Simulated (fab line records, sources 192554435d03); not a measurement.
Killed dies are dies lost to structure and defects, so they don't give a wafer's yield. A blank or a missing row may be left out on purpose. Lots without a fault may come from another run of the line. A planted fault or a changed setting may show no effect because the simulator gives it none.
Chamber matching | flow n5_finfet | N5_BEOL_M4_STRIP_19 on rie_diel-01: 4 sister chambers
The step strips in O2. 4 wafers are shown with their chamber, then 7 later ones without.

WAFERS WITH THEIR CHAMBER
wafer  | chamber | drypump_motor_current_A (A)
L086.6 | 3       | 6.1
L089.2 | 0       | 6.0
L094.2 | 2       | 5.1
L094.4 | 1       | 6.7

WAFERS WITHOUT THEIR CHAMBER
wafer  | drypump_motor_current_A (A)
L094.5 | 6.7
L096.2 | 6.0
L096.3 | 5.2
L096.6 | 6.1
L097.1 | 6.1
L097.5 | 6.1
L097.6 | 6.0

WHICH CHAMBER EACH WENT THROUGH
wafer  | from the rows above | in truth
L094.5 | 1                   | 1
L096.2 | 0                   | 0
L096.3 | 2                   | 2
L096.6 | 3                   | 3
L097.1 | 3                   | 3
L097.5 | 3                   | 3
L097.6 | 0                   | 0
Placed correctly: 7 of 7. Can't be placed from these rows: 0. Placed wrongly: 0.
How it was worked out, from the rows above alone: a wafer's distance from a chamber is the root of the sum, over the readings, of the square of ((its reading less the chamber's mean) divided by the reading's scatter). The wafer belongs to the nearest chamber; if the next one is less than 2 further off, it can't be placed. A chamber's mean is the mean of its shown wafers. The scatter: with one shown wafer a chamber, the root of the mean of the squares of how far each hidden wafer lies from its nearest shown one.
